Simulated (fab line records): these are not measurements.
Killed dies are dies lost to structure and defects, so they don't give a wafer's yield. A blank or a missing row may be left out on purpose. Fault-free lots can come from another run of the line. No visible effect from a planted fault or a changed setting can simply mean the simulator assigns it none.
A struck lot beside a sound one -- flow nand harc -- 14 steps out of a route of 1302
Sound: these wafers, L349.1, L349.2, L349.6. Struck: wafers L357.1, L357.4, L357.6. At the end, the cause is stated.
Order at every step that has rows: each side's tool, ch and its chambers, its first start. Under that, the readings that differ: sound wafers -- struck wafers -- difference of the means -- sigmas: that difference in standard deviations of wafers without a fault.
alike: readings whose means differ by less than 2 such deviations, and words and numbers that are the same on both sides. not compared: withheld readings, readings that some wafer has no value for, bounds like >300 that may hide the same value, and numbers for which the record gives no deviation and whose values overlap.
The two part at a step that has a row with sigmas, a row that says differs or no value, or rows on one side only. Non-overlapping numbers with no deviation appear without sigmas and do not part them. A reading missing from all wafers of one side parts the sides only when that side holds two or more wafers.

NHARC_P_M0_PRE_CLEAN_29: time 30 s.
  sound on pvd sputter-02; struck on pvd sputter-01
  alike: heater power w
NHARC_P_M0_PVD_20: deposits TaN, target thk 5 nm, time 8.06 s.
  sound on pvd sputter-02; struck on pvd sputter-01
  alike: throttle valve pct
NHARC_P_M0_PVD_21: deposits Cu, target thk 30 nm, time 20.49 s.
  sound on pvd sputter-02; struck on pvd sputter-01
  alike: throttle valve pct
then, 2 steps without rows for these wafers: NHARC_P_M0_ECD_22 (material Cu, target thk 400 nm); NHARC_P_M0_ANNEAL_30 (time 90 s).
NHARC_P_M0_CMP_23: polishes, t overpolish 20 s, target thk 117.54 nm.
  sound on cmp-04 ch 0,2, day 6 09:29; struck on cmp-03 ch 0,1,3, day 9 16:07
  alike: motor current A, time to endpoint s
NHARC_P_M0_THK_MEAS_24: measures by xrf.
  struck on film metro-02, day 9 16:24; sound on film metro-02, day 6 09:46
  alike: thk nm
next, for these wafers, 1 step has no rows: NHARC_P_M0_SRD_25.
NHARC_P_M0_INSPECT_27:
  struck on defect inspect-02, day 9 16:34; sound on defect inspect-01, day 6 09:56
  alike: raw defect count
NHARC_P_M0_PRE_CLEAN_31: time 12 s.
  sound on pecvd-03 ch 0,2, day 6 10:00; struck on pecvd-04 ch 0, day 9 16:39
  alike: heater power outer w, heater power w
then, 1 step without rows for these wafers: NHARC_P_M0_DEP_32 (deposits SiCN, target thk 30 nm).
NHARC_P_M1_DEP_00: deposits SiOC, target thk 182.5 nm.
  sound on pecvd-03 ch 0,1,2, day 6 10:31; struck on pecvd-01 ch 0,1, day 9 17:20
reading,sound,struck,difference,sigmas
rf fwd power W (W),599.1 598.9 599.0,504.6 504.8 504.7,-94.3,-52
then, 1 step without rows for these wafers: NHARC_P_M1_DEHYDRATE_01 (time 120 s).
-- jump in the record: it breaks off in module P_M1 and resumes in module END (first step shown: number 1302 of the route), and 18 days separate the struck wafers' starts before and after --
NHARC_END_SORT_01:
  sound on prober-01 ch 0, day 24 17:32; struck on prober-01 ch 0, day 27 22:58
  alike: defect limited yield, killed at array, killed at other, killed at periphery, killed dies, killed open, killed short

== WHERE THEY PART ==
Only at NHARC_P_M1_DEP_00, as far as this record shows. Later steps at which nothing parts them and some readings are alike: NHARC_END_SORT_01.

WHY: whatever the simulator had introduced
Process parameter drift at NHARC_P_M1_DEP_00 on pecvd-01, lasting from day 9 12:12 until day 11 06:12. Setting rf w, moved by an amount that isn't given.
